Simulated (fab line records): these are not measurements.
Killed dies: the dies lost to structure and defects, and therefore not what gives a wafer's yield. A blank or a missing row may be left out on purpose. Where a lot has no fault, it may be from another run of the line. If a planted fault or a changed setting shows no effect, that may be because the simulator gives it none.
Problem report in the 8D (eight disciplines) form, filled by code    flow n5Finfet    the parts of the form that need people (team, actions taken, sign-off) are left out

## 1. THE ISSUE
Across 2 wafers from 2 lots, CJ_N at N5_BEOL_M4_RC_MEAS_101 averages 3.91, while fault-free wafers read 4.30 with a standard deviation of 0.078. Relative to the usual mean, that is a shift of -5.0 standard deviations.
First seen on wafer L585.6, day 11 17:28, on prober-01. The record holds 29 wafers of 10 lots with a number at this step. The rule behind "out" and "out of limits": a value lying over 4 standard deviations away from the usual mean. Any other wafer with a number is counted as sound.

## 2. WHAT IT IS; WHAT IT IS NOT
question                     is                 is not
which readings at this step  CJ_N               DIBL_N, DIBL_P, IOFF_N, IOFF_P, ION_P, SS_N, SS_P, VT_N, VT_P
which lots                   L585, L586         L573, L576, L577, L579, L580, L581, L582, L583
which wafers of those lots   L585.6, L586.4     L585.3, L585.5, L586.5
read on which gauges         prober-01          prober-02
when                         from day 11 17:28  up to then (26 sound wafers); but 1 sound wafer of L586 came after

## 3. SUSPECTS, AND WHAT RULES EACH OUT
Counting: any tool at a process step up to the reading remains a suspect provided it ran every lot that is out. Sound lots after the first of them don't rule it out here, since some wafers of a struck lot are sound.
- the gauge at N5_BEOL_M4_RC_MEAS_101: kept. All the wafers that are out were read on prober-01, and no step on other tools shows them out.
- rieSi-05 at N5_SD_EPI_N_SD_RECESS_17 (chemistry HBr/Cl2/O2, target depth 41 nm, time 23.7 s, bt time 3 s): kept. Every lot that is out went through it, the first being L585 (day 6 02:40); the last sound lot it ran before that was L583 (day 5 14:45).
What counting leaves: rieSi-05 at N5_SD_EPI_N_SD_RECESS_17 and prober-01 at N5_BEOL_M4_RC_MEAS_101.

## 4. THE CAUSE (what the simulator had put in)
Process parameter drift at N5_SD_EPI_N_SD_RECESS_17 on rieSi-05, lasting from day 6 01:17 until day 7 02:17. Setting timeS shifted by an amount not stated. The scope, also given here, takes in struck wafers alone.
This tool is one of the 2 suspects left after counting.

## 5. SEQUENCE OF EFFECTS, ordered by route
Each row: a reading where the mean over the struck wafers with a number is more than 3 standard deviations away from the usual. Only readings whose record carries a usual standard deviation are examined. hours: median over the lots of the time between each lot's start at the first step of this table that gives one and its start at this step. sigmas: the change, counted in usual standard deviations.
hours  step                    reading  usual  on struck wafers  change  sigmas
0      N5_BEOL_M4_RC_MEAS_101  CJ_N     4.30   3.91              -0.39   -5.0

## 6. HOW IT WOULD HAVE BEEN CAUGHT EARLIER
136 hours passed between the start of the fault at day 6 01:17 and the first reading out of limits at a measuring or inspecting step in this record, taken at day 11 17:28.
No tool reading at N5_SD_EPI_N_SD_RECESS_17 that has a usual standard deviation in the record was out on any struck wafer, so an alarm limit of 4 standard deviations on those readings would not have fired.
All the lots that are out (2) had begun N5_SD_EPI_N_SD_RECESS_17 on rieSi-05 by day 11 17:28. Had the tool been put on hold then, not one of them would have been saved.
